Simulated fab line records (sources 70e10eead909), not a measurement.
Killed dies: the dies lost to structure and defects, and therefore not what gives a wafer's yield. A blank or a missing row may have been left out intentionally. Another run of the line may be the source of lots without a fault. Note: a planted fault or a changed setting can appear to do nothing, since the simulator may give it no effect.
Matching of chambers || flow nandHarc || 4 sister chambers for NHARC_P_BONDPAD_CMP_19 on cmp-03
The step polishes, t overpolish 30 s, cu recess touch 16 s, target thk 160.81 nm. 4 wafers are shown with their chamber, then 8 later ones without.

== EACH WAFER AND ITS CHAMBER ==
{"wafer": "L086.2", "chamber": 1, "motorCurrentA (A)": 13.5}
{"wafer": "L088.1", "chamber": 2, "motorCurrentA (A)": 10.4}
{"wafer": "L088.3", "chamber": 3, "motorCurrentA (A)": 9.8}
{"wafer": "L091.2", "chamber": 0, "motorCurrentA (A)": 13.4}

== WAFERS MISSING THEIR CHAMBER ==
{"wafer": "L091.3", "motorCurrentA (A)": 13.8}
{"wafer": "L091.5", "motorCurrentA (A)": 13.0}
{"wafer": "L093.2", "motorCurrentA (A)": 10.4}
{"wafer": "L093.4", "motorCurrentA (A)": 13.3}
{"wafer": "L093.5", "motorCurrentA (A)": 10.5}
{"wafer": "L097.1", "motorCurrentA (A)": 12.6}
{"wafer": "L097.5", "motorCurrentA (A)": 10.7}
{"wafer": "L097.6", "motorCurrentA (A)": 10.8}

== WHICH CHAMBER EACH WENT THROUGH ==
{"wafer": "L091.3", "from the rows above": "can't be placed: 1 or 0", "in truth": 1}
{"wafer": "L091.5", "from the rows above": "can't be placed: 0 or 1", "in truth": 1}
{"wafer": "L093.2", "from the rows above": "can't be placed: 2 or 3", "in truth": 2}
{"wafer": "L093.4", "from the rows above": "can't be placed: 0 or 1", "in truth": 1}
{"wafer": "L093.5", "from the rows above": "can't be placed: 2 or 3", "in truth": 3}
{"wafer": "L097.1", "from the rows above": "can't be placed: 0 or 1", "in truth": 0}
{"wafer": "L097.5", "from the rows above": "can't be placed: 2 or 3", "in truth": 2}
{"wafer": "L097.6", "from the rows above": "can't be placed: 2 or 3", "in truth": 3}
Correct placement for 0 of the 8. Cannot be placed on the basis of these rows: 8; the candidates contain the true chamber in 8. 0 placed wrongly.
How it was worked out, from the rows above alone: a wafer's distance from a chamber is the root of the sum, over the readings, of the square of ((its reading less the chamber's mean) divided by the reading's scatter). The wafer belongs to the nearest chamber; if the next one is less than 2 further off, it can't be placed. For every chamber, the mean is computed from those of its wafers that are shown. The scatter: root of mean squared gap, hidden wafer to nearest shown wafer, with one shown wafer a chamber.
